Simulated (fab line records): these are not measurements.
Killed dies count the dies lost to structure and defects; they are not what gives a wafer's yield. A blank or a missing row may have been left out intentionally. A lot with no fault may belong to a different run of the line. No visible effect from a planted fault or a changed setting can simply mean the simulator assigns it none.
A lot that was struck, set against a sound lot / flow nand_harc / 14 steps out of a route of 1302
Sound: the wafers L900.2, L900.3, L900.5. Struck: wafer L894.3. (L894.4 of the same lot was not struck and is left out.) The cause comes at the end.
Order at every step that has rows: each side's tool, ch and its chambers, its first start. Under that, the readings that differ: sound wafers / struck wafers / difference of the means / sigmas: that difference in standard deviations of wafers without a fault.
alike: readings whose means differ by less than 2 such deviations, and words and numbers that are the same on both sides. not compared: withheld readings, readings that some wafer has no value for, bounds like >300 that may hide the same value, and numbers for which the record gives no deviation and whose values overlap.
Wherever a step has rows on one side only, a row that says differs or no value, or a row with sigmas, the two part there. Non-overlapping numbers with no deviation appear without sigmas and do not part them. A reading missing from all wafers of one side parts the sides only when that side holds two or more wafers.

first, 1 step without rows for these wafers: NHARC_A_ONON_D1_DEP_12 (target thk 1000 nm).
NHARC_A_ONON_D1_THK_MEAS_14: measures by ellipsometry.
  struck on film_metro-02, day 12 11:33; sound on film_metro-01, day 15 02:17
reading=thk_nm (nm); sound=1019 1020 1019; struck=986; difference=-33; sigmas=-4
then, 2 steps without rows for these wafers: NHARC_A_ONON_D1_ANNEAL_15 (time 3600 s); NHARC_A_ONON_D1_DEP_16 (target thk 1000 nm).
NHARC_A_ONON_D1_THK_MEAS_18: measures by ellipsometry.
  struck on film_metro-01, day 12 21:55; sound on film_metro-02, day 15 10:05
  alike: thk_nm
then, no rows for these wafers at 1 step: NHARC_A_ONON_D1_DEP_19 (target thk 1000 nm).
NHARC_A_ONON_D1_THK_MEAS_21: measures by ellipsometry.
  struck on film_metro-01, day 12 22:28; sound on film_metro-01, day 15 10:40
  alike: thk_nm
then, no rows for these wafers at 1 step: NHARC_A_ONON_D1_DEP_22 (target thk 1000 nm).
NHARC_A_ONON_D1_THK_MEAS_24: measures by ellipsometry.
  struck on film_metro-01, day 12 23:02; sound on film_metro-01, day 15 11:14
  alike: thk_nm
then, no rows for these wafers at 1 step: NHARC_A_ONON_D1_DEP_25 (target thk 1000 nm).
NHARC_A_ONON_D1_THK_MEAS_27: measures by ellipsometry.
  struck on film_metro-02, day 12 23:37; sound on film_metro-01, day 15 11:47
  alike: thk_nm
NHARC_A_ONON_D1_DEP_28: target thk 1000 nm.
  sound on pecvd_onon-03 ch 0, day 15 11:55; struck on pecvd_onon-03 ch 0, day 12 23:47
NHARC_A_ONON_D1_THK_MEAS_30: measures by ellipsometry.
  struck on film_metro-01, day 13 00:11; sound on film_metro-01, day 15 12:22
reading=thk_nm (nm); sound=992 992 992; struck=562; difference=-430; sigmas=-44
NHARC_A_ONON_D1_DEP_33: deposits SiO2, target thk 200 nm.
  sound on pecvd-04 ch 1,2, day 15 12:25; struck on pecvd-03 ch 2, day 13 00:17
reading=throttle_valve_pct (%); sound=16.7 15.9 17.1; struck=15.2; difference=-1.4; sigmas=-2
  alike: heater_power_w, rf_fwd_power_W
  not compared: since_wet_clean_h

== WHERE THEY PART ==
First at NHARC_A_ONON_D1_THK_MEAS_14; last, within this record, at NHARC_A_ONON_D1_DEP_33.

WHY: the cause the simulator had injected
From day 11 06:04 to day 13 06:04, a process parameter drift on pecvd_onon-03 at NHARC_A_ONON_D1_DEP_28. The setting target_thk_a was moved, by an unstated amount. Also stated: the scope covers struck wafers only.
